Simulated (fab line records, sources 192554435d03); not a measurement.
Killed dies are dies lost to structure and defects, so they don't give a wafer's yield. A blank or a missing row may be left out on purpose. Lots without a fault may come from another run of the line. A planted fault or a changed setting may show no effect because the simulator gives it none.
fab line records | flow n5_finfet
record lots=23 wafers=69 last_day=19
route steps=1938 shown BEOL_M13@1674 BEOL_M14@1727
lots that met no fault: from a run of the same line without faults
start_h: hours from the record's first day to the start of the lot's first wafer shown | wait_h: hours since the lot's step before | " the same as in the row above | L1.1+2: a row that stands for several wafers | - no value, or no start given | * or withheld: withheld | < > ~ a bound
route shown NAME@n: a module of which the file shows steps, and the number in the route of the first | usual: mean/standard deviation of fault-free wafers | same: alike in all rows | chamber/n: place in a boat | sites: the reading at each site | _std_site: their standard deviation | _edge_site: outer sites' mean less inner sites' | radius_mm: how far each site lies from the wafer's centre | mask NAME#n: copy n | behind: the tool/chamber that last shaped the wafer | hold: why the lot was held/for how many hours/how that ended | device: the transistor (n, p or np) that didn't switch | end of line: the same wafers' tests at the end of the route | a step without rows: its recipe alone | killed: dies lost to structure and defects at the first sort, not the wafer's yield | map: a wafer's dies, x killed, . not, _ none there
set.NAME: the setting as run; set.NAME@STEP: as run at that earlier step | model.NAME: the simulator's own value behind a step, which no gauge read
steps of the route over a sample of lots; a table a step, a row a wafer
services: from which hour (start_h, from the record's first day; less than 0 if before it) a tool's chamber was out of use, for how many hours, and why
## steps
# step N5_BEOL_M13_VIA_ETCH_16
# recipe chemistry=C4F8/O2/Ar target=SiOC pressure_mtorr=30 source_w=3000 bias_w=700 Ar_flow_sccm=400 C4F8_flow_sccm=15 O2_flow_sccm=8 he_inner_torr=15 he_outer_torr=30 target_depth_a=9217 time_s=withheld ion_energy_ev=250 ends=cleared
# usual bias_w=700.2/2.1 drypump_motor_current_A=6.0/0.44 oes_product_au=0.72/0.093 rf_fwd_power_W=2995/9.5 rf_vpp_V=664/4.2 showerhead_plenum_p_Torr=3.37/0.14 throttle_valve_pct=24.18/0.25
# columns lot.wafer tool chamber start_h wait_h bias_w drypump_motor_current_A oes_product_au rf_fwd_power_W rf_vpp_V showerhead_plenum_p_Torr throttle_valve_pct
L074.1 rie_diel-06 1 273.84 0.0 700.8 6.0 0.69 2983 659 3.17 24.04
L074.4 " 2 " " 703.3 5.6 0.64 2982 669 3.52 24.25
L074.6 " 2 " " 705.7 5.6 0.65 2980 667 3.52 24.24
L076.3 rie_diel-02 1 274.34 0.0 699.1 5.5 0.67 3015 668 3.54 24.22
L076.4 " 0 " " 697.9 6.7 0.81 2980 671 3.62 23.83
L076.6 " 0 " " 700.9 6.8 0.81 2993 671 3.62 23.84
L075.2 rie_diel-02 3 275.18 0.0 698.0 6.2 0.63 2990 662 3.25 24.62
L075.4 " 2 " " 701.9 6.7 0.69 2994 658 3.18 24.35
L075.6 " 3 " " 701.2 6.2 0.63 2994 661 3.25 24.63
L078.1 rie_diel-02 1 281.52 0.0 699.0 5.6 0.66 2995 669 3.54 24.21
L078.3 " 2 " " 704.5 6.6 0.68 2995 658 3.18 24.33
L078.5 " 2 " " 703.4 6.6 0.68 2994 658 3.18 24.32
L077.4 rie_diel-01 0 281.60 0.1 701.4 5.9 0.64 3006 663 3.36 24.53
L077.5 " 1 " " 700.3 5.5 0.60 3006 666 3.36 24.73
L077.6 " 2 " " 699.4 5.4 0.67 2995 666 3.43 24.21
L079.2 rie_diel-06 2 303.53 0.0 698.5 5.6 0.64 2990 669 3.51 24.26
L079.5 " 2 " " 696.7 5.6 0.64 3003 669 3.51 24.25
L079.6 " 1 " " 704.0 6.0 0.68 3001 659 3.16 24.07
L081.3 rie_diel-06 3 304.51 0.0 699.2 6.6 0.89 3004 671 3.59 23.94
L081.5 " 0 " " 700.9 6.0 0.83 2986 664 3.34 23.82
L081.6 " 1 " " 699.0 6.0 0.68 3018 658 3.16 24.08
L080.1 rie_diel-01 0 309.47 0.0 699.9 5.9 0.64 2991 665 3.35 24.54
L080.2 " 2 " " 700.8 5.4 0.67 2995 666 3.43 24.21
L080.4 " 3 " " 698.8 6.3 0.90 3001 665 3.37 23.90
L082.1 rie_diel-01 2 313.70 0.0 699.4 5.4 0.66 2997 665 3.43 24.23
L082.3 " 0 " " 700.8 5.9 0.64 2988 665 3.35 24.58
L082.4 " 0 " " 696.9 5.9 0.63 2982 662 3.35 24.56
L083.1 rie_diel-02 3 315.72 0.0 699.4 6.2 0.62 3002 663 3.25 24.64
L083.4 " 3 " " 698.4 6.2 0.61 2999 660 3.25 24.65
L083.6 " 2 " " 701.4 6.7 0.68 2989 657 3.18 24.34
L084.1 rie_diel-01 3 321.39 0.0 701.4 6.3 0.89 2980 663 3.36 23.92
L084.3 " 0 " " 698.8 5.9 0.63 2979 665 3.35 24.56
L084.4 " 3 " " 697.5 6.3 0.88 2985 665 3.36 23.91
L085.2 rie_diel-06 2 333.70 0.0 699.3 5.6 0.63 2987 669 3.50 24.26
L085.4 " 1 " " 700.6 6.0 0.67 2975 658 3.16 24.09
L085.5 " 2 " " 699.7 5.6 0.63 2991 669 3.50 24.28
L089.1 rie_diel-01 3 353.28 0.0 703.1 6.3 0.86 2989 663 3.36 23.91
L089.3 " 2 " " 701.8 5.4 0.66 2991 665 3.42 24.23
L089.6 " 2 " " 700.9 5.4 0.66 2999 665 3.42 24.24
L088.1 rie_diel-02 2 358.74 0.0 702.6 6.7 0.67 2987 657 3.17 24.33
L088.3 " 0 " " 700.8 6.8 0.76 2991 670 3.61 23.87
L088.4 " 3 " " 696.5 6.2 0.62 3006 662 3.24 24.65
L091.1 rie_diel-02 1 362.25 0.0 701.6 5.5 0.64 3004 668 3.53 24.23
L091.3 " 3 " " 702.3 6.2 0.61 2997 660 3.24 24.66
L091.4 " 0 " " 699.0 6.8 0.76 2982 672 3.61 23.86
L087.2 rie_diel-06 3 362.42 0.0 698.6 6.6 0.84 2989 670 3.58 23.96
L087.4 " 2 " " 698.8 5.6 0.63 3003 669 3.50 24.26
L087.6 " 1 " " 699.7 6.0 0.67 2992 657 3.15 24.11
L090.1 rie_diel-01 1 379.66 0.0 698.8 5.6 0.84 3007 664 3.35 24.41
L090.2 " 0 " " 698.5 5.9 0.85 2992 662 3.35 24.17
L090.4 " 3 " " 698.1 6.3 0.85 2997 663 3.35 23.93
L092.2 rie_diel-06 3 382.97 0.0 700.5 6.7 0.82 2999 671 3.58 23.96
L092.3 " 2 " " 703.4 5.6 0.61 2997 667 3.50 24.30
L092.5 " 2 " " 703.4 5.6 0.62 3007 669 3.50 24.28
L095.1 rie_diel-06 1 398.47 0.0 697.5 6.0 0.65 2993 655 3.15 24.12
L095.2 " 2 " " 703.4 5.6 0.62 2996 668 3.49 24.29
L095.3 " 3 " " 699.9 6.6 0.82 2986 672 3.58 23.97
L094.2 rie_diel-01 3 401.03 0.0 699.3 6.3 0.84 3007 664 3.35 23.94
L094.5 " 1 " " 700.5 5.6 0.82 3006 665 3.35 24.41
L094.6 " 0 " " 701.3 5.9 0.82 2985 665 3.34 24.18
L093.1 rie_diel-06 1 401.79 0.0 699.4 6.0 0.67 2999 657 3.15 24.12
L093.2 " 3 " " 703.6 6.6 0.82 2998 671 3.58 23.98
L093.6 " 0 " " 702.5 6.0 0.76 3020 662 3.33 23.88
L096.1 rie_diel-01 3 417.37 0.0 696.2 6.3 0.82 3009 663 3.35 23.93
L096.2 " 2 " " 703.9 5.4 0.64 2996 663 3.41 24.28
L096.6 " 1 " " 700.0 5.6 0.82 2992 663 3.34 24.43
L097.1 rie_diel-01 2 426.70 0.0 698.7 5.4 0.64 2988 665 3.41 24.28
L097.3 " 3 " " 701.5 6.2 0.82 2989 662 3.35 23.95
L097.5 " 1 " " 700.6 5.5 0.80 3007 664 3.34 24.44
# step N5_BEOL_M13_OVL_MEAS_29
# recipe points_per_wafer=44
# usual M13_OVL=4/4.8
# columns lot.wafer tool chamber start_h wait_h M13_OVL[nm]
L074.1 overlay-02 0 274.64 0.0 5
L074.4 " 0 " " 9
L074.6 " 0 " " 2
L076.3 overlay-01 0 275.26 0.0 12
L076.4 " 0 " " 9
L076.6 " 0 " " 14
L075.2 overlay-01 0 275.98 0.0 10
L075.4 " 0 " " 6
L075.6 " 0 " " 8
L077.4 overlay-02 0 282.30 0.0 2
L077.5 " 0 " " 8
L077.6 " 0 " " 2
L078.1 overlay-01 0 282.46 0.0 3
L078.3 " 0 " " 10
L078.5 " 0 " " 3
L079.2 overlay-01 0 304.45 0.0 0
L079.5 " 0 " " 4
L079.6 " 0 " " 1
L081.3 overlay-01 0 305.31 0.0 10
L081.5 " 0 " " 11
L081.6 " 0 " " 8
L080.1 overlay-02 0 310.40 0.0 1
L080.2 " 0 " " -3
L080.4 " 0 " " -3
L082.1 overlay-02 0 314.50 0.0 0
L082.3 " 0 " " 0
L082.4 " 0 " " -4
L083.1 overlay-02 0 316.52 0.0 3
L083.4 " 0 " " 10
L083.6 " 0 " " 3
L084.1 overlay-02 0 322.32 0.0 -2
L084.3 " 0 " " -1
L084.4 " 0 " " 1
L085.2 overlay-01 0 334.50 0.0 0
L085.4 " 0 " " 3
L085.5 " 0 " " 10
L089.1 overlay-02 0 354.20 0.0 7
L089.3 " 0 " " 5
L089.6 " 0 " " 3
L088.1 overlay-02 0 359.68 0.0 -2
L088.3 " 0 " " -3
L088.4 " 0 " " 3
L091.1 overlay-01 0 363.08 0.0 -2
L091.3 " 0 " " 7
L091.4 " 0 " " -7
L087.2 overlay-02 0 363.34 0.0 -1
L087.4 " 0 " " -1
L087.6 " 0 " " 3
L090.1 overlay-01 0 380.62 0.0 14
L090.2 " 0 " " 1
L090.4 " 0 " " 6
L092.2 overlay-02 0 383.81 0.0 5
L092.3 " 0 " " 4
L092.5 " 0 " " 2
L095.1 overlay-01 0 399.40 0.0 14
L095.2 " 0 " " 2
L095.3 " 0 " " 11
L094.2 overlay-02 0 401.96 0.0 8
L094.5 " 0 " " 7
L094.6 " 0 " " 1
L093.1 overlay-02 0 402.72 0.0 2
L093.2 " 0 " " 6
L093.6 " 0 " " 5
L096.1 overlay-02 0 418.31 0.0 2
L096.2 " 0 " " 0
L096.6 " 0 " " 5
L097.1 overlay-02 0 427.50 0.0 3
L097.3 " 0 " " 9
L097.5 " 0 " " 3
# step N5_BEOL_M13_ETCH_67
# recipe chemistry=CF4 target=SiARC target_depth_a=1430 time_s=238.3 ion_energy_ev=80 pressure_mtorr=40 source_w=545 bias_w=36 Ar_flow_sccm=100 cf4_flow_sccm=100 ends=cleared
# usual bias_w=36.01/0.12 drypump_motor_current_A=6.1/0.45 etch_rf_on_time_s=241/4.7 oes_product_au=0.67/0.09 rf_fwd_power_W=543.3/1.6 rf_vpp_V=183.8/1.4 showerhead_plenum_p_Torr=2.12/0.092 throttle_valve_pct=15.6/0.31
# columns lot.wafer tool chamber start_h wait_h bias_w drypump_motor_current_A etch_rf_on_time_s oes_product_au rf_fwd_power_W rf_hours_counter_h rf_vpp_V showerhead_plenum_p_Torr throttle_valve_pct
L074.1 rie_diel-06 2 274.74 0.0 35.87 5.6 250 0.60 546.0 191 185.1 2.22 15.8
L074.4 " 2 " " 36.11 5.6 250 0.60 543.6 - 185.2 2.22 15.8
L074.6 " 0 " " 35.93 6.0 237 0.79 544.5 - 184.4 2.10 15.2
L076.3 rie_diel-06 0 275.36 0.0 35.85 6.0 236 0.80 543.3 16 183.2 2.10 15.2
L076.4 " 0 " " 36.06 6.0 235 0.80 543.9 - 183.2 2.10 15.2
L076.6 " 2 " " 35.83 5.6 249 0.60 543.4 - 185.3 2.22 15.8
L075.2 rie_diel-01 0 276.07 0.0 36.02 5.9 242 0.61 544.2 223 183.6 2.12 16.1
L075.4 " 3 " " 36.10 6.3 247 0.57 543.1 250 183.6 2.11 15.8
L075.6 " 3 " " 36.07 6.3 245 0.57 541.8 - 183.5 2.11 15.8
L077.4 rie_diel-02 0 282.39 0.0 35.94 6.8 237 0.76 541.4 35 185.8 2.26 15.1
L077.5 " 2 " " 36.15 6.7 241 0.65 542.7 - 182.0 1.98 15.7
L077.6 " 3 " " 35.91 6.2 238 0.60 545.1 - 183.4 2.04 16.1
L078.1 rie_diel-06 1 282.56 0.0 36.05 6.0 244 0.65 542.8 143 182.8 1.97 15.5
L078.3 " 2 " " 36.07 5.6 251 0.59 546.9 195 185.9 2.22 15.8
L078.5 " 1 " " 36.11 6.0 242 0.65 542.2 - 182.0 1.97 15.5
L079.2 rie_diel-01 1 304.55 0.0 36.05 5.5 242 0.57 545.3 250 183.2 2.11 16.2
L079.5 " 1 " " 36.22 5.5 239 0.58 543.6 - 184.2 2.11 16.3
L079.6 " 0 " " 35.99 5.9 239 0.60 542.6 - 183.8 2.12 16.1
L081.3 rie_diel-01 3 305.56 0.0 35.86 6.3 234 0.86 545.1 3 184.5 2.11 15.2
L081.5 " 0 " " 36.01 5.9 241 0.60 541.4 - 183.0 2.12 16.1
L081.6 " 3 " " 36.02 6.3 235 0.86 543.9 - 183.5 2.11 15.3
L080.1 rie_diel-01 3 310.49 0.0 35.89 6.3 234 0.85 541.8 5 183.9 2.11 15.2
L080.2 " 0 " " 36.34 5.9 238 0.60 541.0 237 182.6 2.12 16.1
L080.4 " 0 " " 36.09 5.9 240 0.60 542.7 - 184.4 2.12 16.1
L082.1 rie_diel-02 3 314.60 0.0 35.80 6.2 245 0.59 542.7 205 183.6 2.04 16.1
L082.3 " 0 " " 36.16 6.8 240 0.74 543.9 44 186.8 2.26 15.1
L082.4 " 3 " " 35.89 6.2 244 0.59 540.7 - 181.8 2.04 16.1
L083.1 rie_diel-02 2 316.61 0.0 36.00 6.6 240 0.64 544.5 160 182.0 1.98 15.7
L083.4 " 3 " " 35.95 6.2 245 0.59 543.2 - 182.4 2.04 16.1
L083.6 " 0 " " 36.02 6.8 239 0.74 543.6 - 186.3 2.26 15.1
L084.1 rie_diel-06 3 322.41 0.0 36.08 6.7 238 0.82 542.9 10 186.2 2.25 15.4
L084.3 " 0 " " 35.93 6.0 235 0.77 543.9 33 182.2 2.10 15.3
L084.4 " 2 " " 35.96 5.6 251 0.58 543.6 209 185.3 2.21 15.8
L085.2 rie_diel-01 0 334.85 0.0 36.16 5.9 245 0.58 543.8 247 183.6 2.12 16.1
L085.4 " 1 " " 35.94 5.5 236 0.82 543.2 2 184.0 2.11 15.7
L085.5 " 0 " " 36.14 5.9 245 0.59 540.3 - 184.8 2.12 16.1
L089.1 rie_diel-02 1 354.29 0.0 35.89 5.6 248 0.61 542.8 195 185.6 2.21 15.6
L089.3 " 3 " " 36.10 6.2 242 0.59 543.1 219 182.5 2.04 16.1
L089.6 " 3 " " 36.05 6.2 242 0.58 540.4 - 183.1 2.04 16.1
L088.1 rie_diel-06 1 359.78 0.0 35.93 6.0 245 0.63 546.4 169 180.9 1.96 15.5
L088.3 " 3 " " 35.85 6.7 241 0.79 542.2 21 184.3 2.25 15.4
L088.4 " 2 " " 36.16 5.6 250 0.58 546.0 220 185.7 2.21 15.8
L091.1 rie_diel-02 3 363.17 0.0 36.16 6.2 242 0.58 541.3 221 182.2 2.04 16.1
L091.3 " 0 " " 35.88 6.8 239 0.72 542.6 60 184.7 2.25 15.2
L091.4 " 1 " " 36.27 5.5 244 0.60 545.3 197 185.1 2.21 15.6
L087.2 rie_diel-01 2 363.43 0.0 36.01 5.4 238 0.62 546.2 163 184.3 2.14 15.7
L087.4 " 0 " " 36.14 5.9 240 0.81 542.4 0 183.8 2.11 15.6
L087.6 " 0 " " 36.11 5.9 239 0.81 543.5 - 183.0 2.11 15.6
L090.1 rie_diel-06 0 380.71 0.0 36.16 6.0 239 0.74 541.8 51 182.9 2.09 15.3
L090.2 " 1 " " 36.27 6.0 242 0.63 541.6 176 182.7 1.96 15.5
L090.4 " 3 " " 36.13 6.6 238 0.79 542.3 27 185.1 2.25 15.4
L092.2 rie_diel-01 2 383.90 0.0 35.95 5.4 240 0.62 545.4 169 183.5 2.14 15.7
L092.3 " 3 " " 35.97 6.3 236 0.80 543.0 30 183.4 2.10 15.3
L092.5 " 1 " " 35.84 5.6 232 0.79 540.0 - 183.7 2.10 15.8
L095.1 rie_diel-06 1 399.49 0.0 36.06 6.0 244 0.62 544.1 180 181.5 1.96 15.6
L095.2 " 0 " " 35.88 6.0 238 0.73 542.4 56 182.5 2.09 15.3
L095.3 " 2 " " 36.23 5.6 253 0.57 545.9 231 185.4 2.20 15.9
L094.2 rie_diel-02 3 402.06 0.0 35.89 6.2 245 0.57 541.2 232 182.8 2.03 16.1
L094.5 " 3 " " 35.97 6.2 244 0.57 544.8 - 181.3 2.03 16.2
L094.6 " 0 " " 36.15 6.7 241 0.71 539.5 - 184.3 2.25 15.2
L093.1 rie_diel-02 0 402.81 0.0 35.86 6.8 241 0.71 542.9 71 185.5 2.25 15.2
L093.2 " 2 " " 36.02 6.7 244 0.62 543.5 185 181.7 1.97 15.7
L093.6 " 3 " " 36.13 6.2 244 0.57 541.4 - 182.7 2.03 16.2
L096.1 rie_diel-02 0 418.40 0.0 36.05 6.8 237 0.70 543.1 75 186.6 2.25 15.2
L096.2 " 3 " " 35.79 6.2 241 0.57 541.5 237 184.0 2.03 16.2
L096.6 " 1 " " 35.97 5.5 246 0.60 545.9 - 185.4 2.20 15.7
L097.1 rie_diel-01 2 427.59 0.0 35.84 5.4 240 0.61 541.5 183 184.9 2.13 15.7
L097.3 " 1 " " 36.01 5.5 231 0.76 541.3 31 185.0 2.10 15.8
L097.5 " 3 " " 35.99 6.3 237 0.77 543.8 - 184.9 2.10 15.3
# step N5_BEOL_M13_ETCH_68
# recipe chemistry=N2/H2 target=SOC mask_material=SiARC source_w=3000 bias_w=350 temp_c=40 time_s=355 ion_energy_ev=200 pressure_mtorr=30 n2_flow_sccm=200 h2_flow_sccm=200
# usual bias_w=350.0/1.1 drypump_motor_current_A=6.1/0.45 oes_product_au=0.79/0.11 rf_fwd_power_W=2995/10 rf_vpp_V=523/3.4 showerhead_plenum_p_Torr=2.51/0.12 throttle_valve_pct=17.8/0.32
# columns lot.wafer tool chamber start_h wait_h bias_w drypump_motor_current_A oes_product_au rf_fwd_power_W rf_hours_counter_h rf_vpp_V showerhead_plenum_p_Torr throttle_valve_pct
L074.1 rie_diel-06 2 274.88 0.1 350.3 5.6 0.71 2988 191 529 2.63 17.9
L074.4 " 2 " " 349.6 5.6 0.72 2988 - 528 2.63 17.9
L074.6 " 0 " " 348.8 6.0 0.94 2991 - 524 2.49 17.3
L076.3 rie_diel-06 0 275.50 0.1 349.9 6.0 0.94 2990 16 522 2.49 17.3
L076.4 " 0 " " 351.9 6.0 0.94 2996 - 522 2.49 17.3
L076.6 " 2 " " 349.9 5.6 0.72 2983 - 526 2.63 17.9
L075.2 rie_diel-01 0 276.22 0.1 350.3 5.9 0.71 2982 223 523 2.51 18.2
L075.4 " 3 " " 351.2 6.3 0.67 2999 250 523 2.50 18.0
L075.6 " 3 " " 350.9 6.3 0.67 2975 - 522 2.50 18.0
L077.4 rie_diel-02 0 282.54 0.1 350.1 6.8 0.89 2990 35 528 2.68 17.3
L077.5 " 2 " " 350.2 6.7 0.76 2983 - 519 2.34 17.9
L077.6 " 3 " " 351.4 6.2 0.71 2998 - 521 2.42 18.3
L078.1 rie_diel-06 1 282.71 0.1 348.8 6.0 0.76 3018 143 518 2.34 17.6
L078.3 " 2 " " 350.5 5.6 0.71 3000 195 526 2.63 17.9
L078.5 " 1 " " 349.3 6.0 0.76 3010 - 517 2.34 17.6
L079.2 rie_diel-01 1 304.69 0.1 351.7 5.6 0.67 2992 250 522 2.50 18.3
L079.5 " 1 " " 348.1 5.6 0.67 2980 - 522 2.50 18.3
L079.6 " 0 " " 350.3 5.9 0.70 2968 - 523 2.50 18.2
L081.3 rie_diel-01 3 305.70 0.1 350.1 6.3 1.01 3019 4 524 2.50 17.5
L081.5 " 0 " " 348.8 5.9 0.71 2992 - 523 2.50 18.2
L081.6 " 3 " " 349.7 6.3 1.02 2997 - 522 2.50 17.5
L080.1 rie_diel-01 3 310.63 0.1 346.9 6.3 1.00 2986 6 523 2.50 17.5
L080.2 " 0 " " 349.8 5.9 0.70 2990 238 523 2.50 18.2
L080.4 " 0 " " 349.6 5.9 0.70 2985 - 523 2.50 18.2
L082.1 rie_diel-02 3 314.74 0.1 352.2 6.2 0.69 2983 205 520 2.41 18.3
L082.3 " 0 " " 351.3 6.8 0.86 3013 44 530 2.68 17.3
L082.4 " 3 " " 351.2 6.2 0.68 2976 - 521 2.41 18.3
L083.1 rie_diel-02 2 316.76 0.1 350.3 6.7 0.75 3003 160 519 2.34 17.9
L083.4 " 3 " " 350.4 6.2 0.68 3001 - 520 2.41 18.3
L083.6 " 0 " " 351.2 6.8 0.87 2998 - 529 2.68 17.3
L084.1 rie_diel-06 3 322.55 0.1 349.4 6.7 0.95 3002 10 528 2.72 17.7
L084.3 " 0 " " 350.3 6.0 0.89 2987 33 523 2.48 17.3
L084.4 " 2 " " 351.0 5.6 0.71 3009 209 526 2.62 17.9
L085.2 rie_diel-01 0 335.00 0.1 350.7 5.9 0.69 2991 247 523 2.50 18.2
L085.4 " 1 " " 348.7 5.5 0.97 2997 2 523 2.50 17.8
L085.5 " 0 " " 350.5 5.9 0.69 2991 - 523 2.50 18.3
L089.1 rie_diel-02 1 354.44 0.1 350.5 5.5 0.72 2996 195 526 2.62 17.8
L089.3 " 3 " " 348.8 6.2 0.68 3008 219 520 2.41 18.4
L089.6 " 3 " " 350.8 6.2 0.68 2990 - 519 2.41 18.3
L088.1 rie_diel-06 1 359.92 0.1 349.6 6.0 0.74 3004 169 517 2.33 17.7
L088.3 " 3 " " 349.6 6.6 0.93 2986 22 529 2.72 17.7
L088.4 " 2 " " 350.8 5.6 0.69 3005 220 527 2.61 18.0
L091.1 rie_diel-02 3 363.31 0.1 351.3 6.2 0.68 2992 222 519 2.41 18.4
L091.3 " 0 " " 351.7 6.7 0.84 3005 60 528 2.67 17.3
L091.4 " 1 " " 349.9 5.5 0.72 3002 197 526 2.62 17.8
L087.2 rie_diel-01 2 363.58 0.1 349.0 5.4 0.73 2992 163 523 2.54 17.9
L087.4 " 0 " " 348.8 5.9 0.96 2994 0 524 2.50 17.7
L087.6 " 0 " " 350.9 5.9 0.96 2993 - 523 2.50 17.7
L090.1 rie_diel-06 0 380.86 0.1 349.8 6.0 0.86 2986 51 522 2.48 17.4
L090.2 " 1 " " 351.1 6.0 0.74 2981 176 517 2.33 17.7
L090.4 " 3 " " 348.5 6.7 0.92 3015 27 528 2.72 17.8
L092.2 rie_diel-01 2 384.05 0.1 348.5 5.4 0.72 2987 169 524 2.54 17.9
L092.3 " 3 " " 348.4 6.3 0.93 2998 30 522 2.49 17.5
L092.5 " 1 " " 349.6 5.6 0.93 3008 - 523 2.49 17.9
L095.1 rie_diel-06 1 399.64 0.1 350.0 6.0 0.73 3000 180 517 2.33 17.7
L095.2 " 0 " " 351.9 6.0 0.85 2999 57 522 2.47 17.4
L095.3 " 2 " " 351.6 5.6 0.68 3009 232 526 2.61 18.0
L094.2 rie_diel-02 3 402.21 0.1 350.1 6.2 0.67 2986 232 519 2.40 18.4
L094.5 " 3 " " 351.0 6.2 0.67 2981 - 521 2.40 18.4
L094.6 " 0 " " 349.3 6.7 0.84 2994 - 526 2.67 17.4
L093.1 rie_diel-02 0 402.96 0.1 348.7 6.7 0.83 3008 71 527 2.67 17.4
L093.2 " 2 " " 351.0 6.7 0.72 3012 185 519 2.33 18.0
L093.6 " 3 " " 349.9 6.2 0.66 2986 - 520 2.40 18.4
L096.1 rie_diel-02 0 418.55 0.1 350.0 6.7 0.82 3006 75 528 2.66 17.4
L096.2 " 3 " " 349.5 6.2 0.66 2987 237 521 2.40 18.4
L096.6 " 1 " " 349.9 5.6 0.70 2985 - 527 2.62 17.8
L097.1 rie_diel-01 2 427.74 0.1 350.7 5.4 0.71 2996 183 524 2.53 17.9
L097.3 " 1 " " 350.3 5.5 0.89 2982 31 523 2.49 17.9
L097.5 " 3 " " 348.8 6.3 0.91 2992 - 523 2.49 17.6
# step N5_BEOL_M13_SPUTTER_44
# recipe material=Ta target_thk_a=100 temp_c=50 bias_v=80 power_w=15000 chamber_pressure_pa=0.07 time_s=16.13
# usual throttle_valve_pct=30.0/0.98
# columns lot.wafer tool chamber start_h wait_h throttle_valve_pct
L075.2 pvd_sputter-02 - 277.71 0.0 30.1
L075.4 " - " " 29.4
L075.6 " - " " 29.3
L074.1 pvd_sputter-02 - 278.11 0.0 30.8
L074.4 " - " " 29.9
L074.6 " - " " 30.6
L076.3 pvd_sputter-03 - 278.21 0.0 30.7
L076.4 " - " " 29.4
L076.6 " - " " 29.6
L077.4 pvd_sputter-01 - 286.67 0.0 32.2
L077.5 " - " " 29.0
L077.6 " - " " 31.1
L078.1 pvd_sputter-02 - 286.90 0.0 29.3
L078.3 " - " " 29.1
L078.5 " - " " 29.1
L079.2 pvd_sputter-03 - 306.51 0.0 29.7
L079.5 " - " " 30.8
L079.6 " - " " 29.5
L081.3 pvd_sputter-02 - 308.07 0.0 30.4
L081.5 " - " " 29.4
L081.6 " - " " 29.3
L080.1 pvd_sputter-03 - 312.57 0.0 29.4
L080.2 " - " " 29.5
L080.4 " - " " 30.7
L082.1 pvd_sputter-02 - 315.88 0.0 29.0
L082.3 " - " " 30.2
L082.4 " - " " 29.4
L083.1 pvd_sputter-02 - 319.10 0.0 29.3
L083.4 " - " " 30.2
L083.6 " - " " 30.4
L084.1 pvd_sputter-01 - 323.70 0.0 32.3
L084.3 " - " " 29.2
L084.4 " - " " 29.1
L085.2 pvd_sputter-03 - 341.75 0.0 28.5
L085.4 " - " " 29.4
L085.5 " - " " 29.4
L089.1 pvd_sputter-02 - 355.68 0.0 29.3
L089.3 " - " " 29.3
L089.6 " - " " 30.4
L088.1 pvd_sputter-02 - 366.04 0.0 30.6
L088.3 " - " " 29.3
L088.4 " - " " 29.3
L091.1 pvd_sputter-01 - 366.43 0.0 29.1
L091.3 " - " " 31.0
L091.4 " - " " 31.0
L087.2 pvd_sputter-01 - 369.41 0.0 31.2
L087.4 " - " " 31.0
L087.6 " - " " 31.1
L090.1 pvd_sputter-03 - 383.61 0.0 28.6
L090.2 " - " " 29.2
L090.4 " - " " 30.8
L092.2 pvd_sputter-01 - 387.25 0.0 31.2
L092.3 " - " " 32.3
L092.5 " - " " 31.3
L095.1 pvd_sputter-03 - 402.48 0.0 29.2
L095.2 " - " " 28.5
L095.3 " - " " 30.8
L093.1 pvd_sputter-02 - 405.19 0.0 29.3
L093.2 " - " " 29.4
L093.6 " - " " 29.3
L094.2 pvd_sputter-03 - 405.22 0.0 29.8
L094.5 " - " " 28.7
L094.6 " - " " 29.3
L096.1 pvd_sputter-01 - 421.21 0.0 29.0
L096.2 " - " " 30.9
L096.6 " - " " 31.3
L097.1 pvd_sputter-01 - 434.56 0.0 28.8
L097.3 " - " " 32.2
L097.5 " - " " 31.0
# step N5_BEOL_M14_OVL_MEAS_11
# recipe points_per_wafer=44
# usual V13_OVL=2/5.2
# columns lot.wafer tool chamber start_h wait_h V13_OVL[nm]
L075.2 overlay-01 0 279.58 0.0 6
L075.4 " 0 " " 5
L075.6 " 0 " " 7
L074.1 overlay-02 0 279.96 0.0 1
L074.4 " 0 " " -3
L074.6 " 0 " " -1
L076.3 overlay-01 0 280.13 0.0 -1
L076.4 " 0 " " 1
L076.6 " 0 " " -1
L077.4 overlay-02 0 288.46 0.0 -2
L077.5 " 0 " " 3
L077.6 " 0 " " -12
L078.1 overlay-01 0 288.74 0.0 -8
L078.3 " 0 " " -4
L078.5 " 0 " " 1
L079.2 overlay-01 0 308.18 0.0 4
L079.5 " 0 " " 7
L079.6 " 0 " " 6
L081.3 overlay-01 0 309.96 0.0 2
L081.5 " 0 " " -1
L081.6 " 0 " " 4
L080.1 overlay-02 0 314.24 0.0 -7
L080.2 " 0 " " 2
L080.4 " 0 " " 1
L082.1 overlay-02 0 317.97 0.0 3
L082.3 " 0 " " 4
L082.4 " 0 " " 4
L083.1 overlay-02 0 321.03 0.0 -4
L083.4 " 0 " " 12
L083.6 " 0 " " 7
L084.1 overlay-02 0 325.50 0.0 7
L084.3 " 0 " " 10
L084.4 " 0 " " 6
L085.2 overlay-01 0 343.67 0.0 3
L085.4 " 0 " " 8
L085.5 " 0 " " 7
L089.1 overlay-01 0 357.47 0.0 6
L089.3 " 0 " " 4
L089.6 " 0 " " 3
L088.1 overlay-01 0 368.03 0.0 14
L088.3 " 0 " " 11
L088.4 " 0 " " 4
L091.1 overlay-02 0 368.23 0.0 5
L091.3 " 0 " " 2
L091.4 " 0 " " -5
L087.2 overlay-01 0 371.09 0.0 13
L087.4 " 0 " " 5
L087.6 " 0 " " 3
L090.1 overlay-01 0 385.68 0.0 2
L090.2 " 0 " " 5
L090.4 " 0 " " 3
L092.2 overlay-01 0 390.05 0.0 5
L092.3 " 0 " " -1
L092.5 " 0 " " 1
L095.1 overlay-01 0 405.42 0.0 0
L095.2 " 0 " " -1
L095.3 " 0 " " -4
L093.1 overlay-01 0 407.49 0.0 2
L093.2 " 0 " " 11
L093.6 " 0 " " 5
L094.2 overlay-02 0 407.92 0.0 4
L094.5 " 0 " " 1
L094.6 " 0 " " -1
L096.1 overlay-01 0 422.88 0.0 2
L096.2 " 0 " " 7
L096.6 " 0 " " 17
L097.1 overlay-01 0 436.23 0.0 0
L097.3 " 0 " " -5
L097.5 " 0 " " -1
## services
# columns tool chamber start_h hours kind
rie_diel-06 3 274.05 - clean
rie_diel-06 3 274.05 - consumable_replace:focus_ring
rie_diel-06 3 274.05 - consumable_replace:showerhead
rie_diel-06 3 274.05 15.7 scheduled_down
rie_diel-06 3 274.05 15.7 vent_cycle
rie_diel-01 3 276.59 - clean
rie_diel-01 3 276.59 - consumable_replace:focus_ring
rie_diel-01 1 305.06 - clean
rie_diel-01 1 305.06 - consumable_replace:focus_ring
rie_diel-01 1 329.54 2.5 repair
rie_diel-01 - 345.20 2.8 pm
rie_diel-01 0 351.30 - clean
rie_diel-01 0 351.30 - consumable_replace:focus_ring
rie_diel-01 0 351.30 10.8 scheduled_down
rie_diel-01 0 351.30 10.8 vent_cycle
rie_diel-01 0 408.56 21.0 repair
## key
fault none
